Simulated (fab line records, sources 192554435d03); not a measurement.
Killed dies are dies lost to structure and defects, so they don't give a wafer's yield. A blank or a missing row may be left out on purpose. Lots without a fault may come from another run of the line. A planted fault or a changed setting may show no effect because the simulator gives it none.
Chamber matching | flow n5_finfet | N5_PMOS_HMC_CHANNEL_EPI_CMP_21 on cmp-03: 4 sister chambers
The step polishes SiGe30, target thk 54 nm. 4 wafers are shown with their chamber, then 7 later ones without.

WAFERS WITH THEIR CHAMBER
wafer  | chamber | motor_current_A (A)
L088.3 | 0       | 11.6
L088.5 | 1       | 10.3
L089.4 | 3       | 10.7
L089.5 | 2       | 12.8

WAFERS WITHOUT THEIR CHAMBER
wafer  | motor_current_A (A)
L089.6 | 10.8
L092.1 | 11.5
L092.3 | 11.4
L092.6 | 11.0
L095.1 | 12.8
L095.5 | 12.3
L095.6 | 10.2

WHICH CHAMBER EACH WENT THROUGH
wafer  | from the rows above          | in truth
L089.6 | can't be placed: 3 or 1      | 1
L092.1 | 0                            | 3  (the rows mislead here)
L092.3 | 0                            | 0
L092.6 | can't be placed: 3 or 0 or 1 | 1
L095.1 | 2                            | 2
L095.5 | can't be placed: 2 or 0      | 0
L095.6 | can't be placed: 1 or 3      | 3
Placed correctly: 2 of 7. Can't be placed from these rows: 4 (the true chamber is among the candidates in 4). Placed wrongly: 1.
How it was worked out, from the rows above alone: a wafer's distance from a chamber is the root of the sum, over the readings, of the square of ((its reading less the chamber's mean) divided by the reading's scatter). The wafer belongs to the nearest chamber; if the next one is less than 2 further off, it can't be placed. A chamber's mean is the mean of its shown wafers. The scatter: with one shown wafer a chamber, the root of the mean of the squares of how far each hidden wafer lies from its nearest shown one.
